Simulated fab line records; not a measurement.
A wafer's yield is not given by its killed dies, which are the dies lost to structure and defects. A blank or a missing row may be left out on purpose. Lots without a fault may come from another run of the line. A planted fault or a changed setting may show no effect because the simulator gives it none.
Which tool was responsible? | flow n5 finfet | Sampling: 10 lots, 30 wafers, 4 of 1938 route steps

WHAT THE GAUGES SHOWED, per wafer
N5_BEOL_M6_OVL_MEAS_29.
lot  | measured     | on         | V5_OVL (nm)
L076 | day 10 10:58 | overlay-01 | 0.6 -0.5 0.0
L077 | day 10 22:12 | overlay-02 | 0.6 0.8 -0.1
L079 | day 11 15:31 | overlay-02 | -0.2 -0.2 0.4
L081 | day 11 17:51 | overlay-02 | 0.9 1.0 0.7
L085 | day 12 07:56 | overlay-02 | 0.5 0.2 0.5
L087 | day 13 02:07 | overlay-01 | -0.3 0.1 0.3
L088 | day 13 18:53 | overlay-01 | -0.6 -0.6 -0.8
L092 | day 14 20:59 | overlay-02 | -0.6 -0.1 0.3
L093 | day 15 02:35 | overlay-01 | -0.7 -0.7 -0.4
L096 | day 15 05:40 | overlay-01 | 0.5 0.6 0.9

WHICH TOOL RAN EACH LOT (tool, then ch and the chambers of the sampled wafers, then the start)
lot  | N5_BEOL_M5_STRIP_36                | N5_BEOL_M5_STRIP_91                           | N5_BEOL_M6_ILD_DEP_00
L076 | rie diel-06 ch 0,2,3, day 10 00:35 | rie diel-06 ch 0,2,3, day 10 07:52 or earlier | pecvd-04 ch 1,2, day 10 07:52
L077 | rie diel-06 ch 1,3, day 10 09:12   | rie diel-06 ch 1,3, day 10 17:32 or earlier   | pecvd-02 ch 0,2, day 10 17:32
L079 | rie diel-06 ch 0,1,3, day 10 23:19 | rie diel-06 ch 0,1,3, day 11 08:48 or earlier | pecvd-04 ch 1,2, day 11 08:48
L081 | rie diel-06 ch 0,1,3, day 11 07:03 | rie diel-06 ch 0,1,3, day 11 14:04 or earlier | pecvd-02 ch 1,2, day 11 14:04
L085 | rie diel-02 ch 0,2,3, day 11 16:30 | rie diel-02 ch 0,2,3, day 12 00:00 or earlier | pecvd-01 ch 0, day 12 00:00
L087 | rie diel-04 ch 0,1,2, day 12 14:41 | rie diel-04 ch 0,1,2, day 12 21:41 or earlier | pecvd-02 ch 0,2, day 12 21:41
L088 | rie diel-04 ch 0,1, day 13 08:11   | rie diel-04 ch 0,1, day 13 15:58 or earlier   | pecvd-02 ch 1,2, day 13 15:58
L092 | rie diel-06 ch 0,1,3, day 14 09:20 | rie diel-06 ch 0,1,3, day 14 18:14 or earlier | pecvd-02 ch 1,2, day 14 18:14
L093 | rie diel-04 ch 0,2, day 14 12:58   | rie diel-04 ch 0,2, day 14 20:40 or earlier   | pecvd-04 ch 0,2, day 14 20:40
L096 | rie diel-06 ch 1,2,3, day 14 17:44 | rie diel-06 ch 0,2,3, day 15 01:32 or earlier | pecvd-01 ch 1,2, day 15 01:32
- N5_BEOL_M5_STRIP_36: strips in N2/H2.
- N5_BEOL_M5_STRIP_91: strips in N2/H2, time 10 s.
- N5_BEOL_M6_ILD_DEP_00: deposits SiCOH lowk from DEMS/porogen, target thk 179.75 nm, time 33.4 s.

THE ANSWER, worked out from the rows above alone
Rule: what is usual is taken from the lots themselves. The widest of any qualifying gaps counts: lots, ordered by their means at a reading, are off when they make up no more than a third of the lots, leave a main group of 4 or more, and stand apart from it by 3 or more times the standard deviation of that group's means. A main group whose means are all the same, to the digits that the tables above print for the reading, isn't used. A lot without any number at a reading at which 4 lots or more have one is off too. Where the step has rows for the other lots, those lots are counted as sound.
No lot is off at any reading shown: from this, nothing can be told.

WHAT THE SIMULATOR HAD PUT IN
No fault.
